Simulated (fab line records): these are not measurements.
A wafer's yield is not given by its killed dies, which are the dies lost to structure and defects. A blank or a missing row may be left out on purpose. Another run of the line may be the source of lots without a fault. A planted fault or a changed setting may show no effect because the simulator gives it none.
Split-lot trial :: flow n5_finfet :: 7 lots, 21 wafers read, on a route of 1938 steps

== ON THE SPLIT ==
At N5_SD_ACTIVATION_LSA_01 (time 0.0008 s), the setting temp_c was moved away from the recipe's 1080 C on 5 of the 21 wafers read, by -1.7% to +2.7%. For the rest of the wafers, this setting stayed at what the recipe calls for.

Split to reading: the file shows no intervening step.

== THE READING ==
At N5_SD_ACTIVATION_RS_MEAS_03, a four-point-probe measurement gives RS_SD_N in ohm/sq. A value of 21.86 ohm/sq with a standard deviation of 0.23 ohm/sq is what fault-free wafers of this fab line usually give.

wafer: L074.1
tool, chamber at the split: laser_anneal-02, 0
temp_c as run, C: 1080
against the recipe: recipe
RS_SD_N, ohm/sq: 21.94
against lot-mates on the recipe: -

wafer: L074.2
tool, chamber at the split: laser_anneal-02, 0
temp_c as run, C: 1080
against the recipe: recipe
RS_SD_N, ohm/sq: 21.56
against lot-mates on the recipe: -

wafer: L074.6
tool, chamber at the split: laser_anneal-02, 0
temp_c as run, C: 1080
against the recipe: recipe
RS_SD_N, ohm/sq: 21.94
against lot-mates on the recipe: -

wafer: L075.1
tool, chamber at the split: laser_anneal-01, 0
temp_c as run, C: 1080
against the recipe: recipe
RS_SD_N, ohm/sq: 21.89
against lot-mates on the recipe: -

wafer: L075.2
tool, chamber at the split: laser_anneal-01, 0
temp_c as run, C: 1080
against the recipe: recipe
RS_SD_N, ohm/sq: 21.61
against lot-mates on the recipe: -

wafer: L075.3
tool, chamber at the split: laser_anneal-01, 0
temp_c as run, C: 1080
against the recipe: recipe
RS_SD_N, ohm/sq: 21.97
against lot-mates on the recipe: -

wafer: L082.2
tool, chamber at the split: laser_anneal-01, 0
temp_c as run, C: 1080
against the recipe: recipe
RS_SD_N, ohm/sq: 21.89
against lot-mates on the recipe: -

wafer: L082.3
tool, chamber at the split: laser_anneal-01, 0
temp_c as run, C: 1062
against the recipe: -1.7%
RS_SD_N, ohm/sq: 23.69
against lot-mates on the recipe: +1.80

wafer: L082.5
tool, chamber at the split: laser_anneal-01, 0
temp_c as run, C: 1062
against the recipe: -1.7%
RS_SD_N, ohm/sq: 24.43
against lot-mates on the recipe: +2.54

wafer: L084.2
tool, chamber at the split: laser_anneal-01, 0
temp_c as run, C: 1109
against the recipe: +2.7%
RS_SD_N, ohm/sq: 18.82
against lot-mates on the recipe: -3.49

wafer: L084.3
tool, chamber at the split: laser_anneal-01, 0
temp_c as run, C: 1080
against the recipe: recipe
RS_SD_N, ohm/sq: 22.31
against lot-mates on the recipe: -

wafer: L084.6
tool, chamber at the split: laser_anneal-01, 0
temp_c as run, C: 1109
against the recipe: +2.7%
RS_SD_N, ohm/sq: 19.09
against lot-mates on the recipe: -3.22

wafer: L085.1
tool, chamber at the split: laser_anneal-02, 0
temp_c as run, C: 1080
against the recipe: recipe
RS_SD_N, ohm/sq: 21.92
against lot-mates on the recipe: -

wafer: L085.4
tool, chamber at the split: laser_anneal-02, 0
temp_c as run, C: 1080
against the recipe: recipe
RS_SD_N, ohm/sq: 21.73
against lot-mates on the recipe: -

wafer: L085.6
tool, chamber at the split: laser_anneal-02, 0
temp_c as run, C: 1080
against the recipe: recipe
RS_SD_N, ohm/sq: 21.80
against lot-mates on the recipe: -

wafer: L087.1
tool, chamber at the split: laser_anneal-02, 0
temp_c as run, C: 1080
against the recipe: recipe
RS_SD_N, ohm/sq: 21.88
against lot-mates on the recipe: -

wafer: L087.2
tool, chamber at the split: laser_anneal-02, 0
temp_c as run, C: 1080
against the recipe: recipe
RS_SD_N, ohm/sq: 21.57
against lot-mates on the recipe: -

wafer: L087.5
tool, chamber at the split: laser_anneal-02, 0
temp_c as run, C: 1080
against the recipe: recipe
RS_SD_N, ohm/sq: 22.04
against lot-mates on the recipe: -

wafer: L097.1
tool, chamber at the split: laser_anneal-02, 0
temp_c as run, C: 1067
against the recipe: -1.2%
RS_SD_N, ohm/sq: 23.49
against lot-mates on the recipe: +1.27

wafer: L097.2
tool, chamber at the split: laser_anneal-02, 0
temp_c as run, C: 1080
against the recipe: recipe
RS_SD_N, ohm/sq: 22.28
against lot-mates on the recipe: -

wafer: L097.5
tool, chamber at the split: laser_anneal-02, 0
temp_c as run, C: 1080
against the recipe: recipe
RS_SD_N, ohm/sq: 22.15
against lot-mates on the recipe: -

THE FIT
A straight line over all 21 wafers: RS_SD_N changes by -1.17 ohm/sq for each +1% of temp_c; r = -0.98; the points scatter about the line by 0.25 ohm/sq.
The same after taking each lot's own level away (the mean of its wafers on the recipe; 21 wafers): -1.25 ohm/sq for each +1%; r = -0.99; scatter 0.19 ohm/sq.
On that fit, the largest move of temp_c shifts the reading by 3.4 ohm/sq.
Measured against the standard deviation above, the lots' own levels, which go from 21.813 to 22.310 ohm/sq, span 2.2 times it.
Consequently the slope shifts little with the lot-to-lot level, the two slopes agreeing.
Check: for one of the wafers moved furthest among these (+2.7%), held out of the fit, the line's prediction against its lot-mates is -3.28 ohm/sq. Against them it came out at -3.49 ohm/sq.
Tool readings at the split's step, against how far the setting was moved: wafer_temp_C_max r = +1.00.

== OTHER SPLITS APPLIED TO THESE WAFERS ==
Other splits were also applied to these wafers ahead of the reading. Each is held against what the fit with the lots' levels taken away leaves over:
other split on the same wafers: N5_SD_EPI_P_EXPOSE_06 dose_mj
wafers away from the commonest value: 10
r with RS_SD_N (lot level and that fit taken away): -0.19

other split on the same wafers: N5_SD_EPI_P_ETCH_16 target_depth_a
wafers away from the commonest value: 4
r with RS_SD_N (lot level and that fit taken away): +0.10

other split on the same wafers: N5_SD_EPI_P_EPI_21 temp_c
wafers away from the commonest value: 5
r with RS_SD_N (lot level and that fit taken away): -0.02

== THE WHOLE CHAIN: every reading that the file lists as answering this split, in the file's order ==
step: N5_SD_ACTIVATION_LSA_01
what it does: time 0.0008 s
reading: wafer_temp_C_max
change (the file's fit): withheld for each +1% of the setting
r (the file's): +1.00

step: N5_SD_ACTIVATION_RS_MEAS_03
what it does: measures by four-point-probe
reading: RS_SD_N
change (the file's fit): -1.24 for each +1% of the setting
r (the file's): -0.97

== THE FILE'S OWN FIT ==
RS_SD_N changes by -1.24 ohm/sq for each +1% of temp_c, r = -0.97.
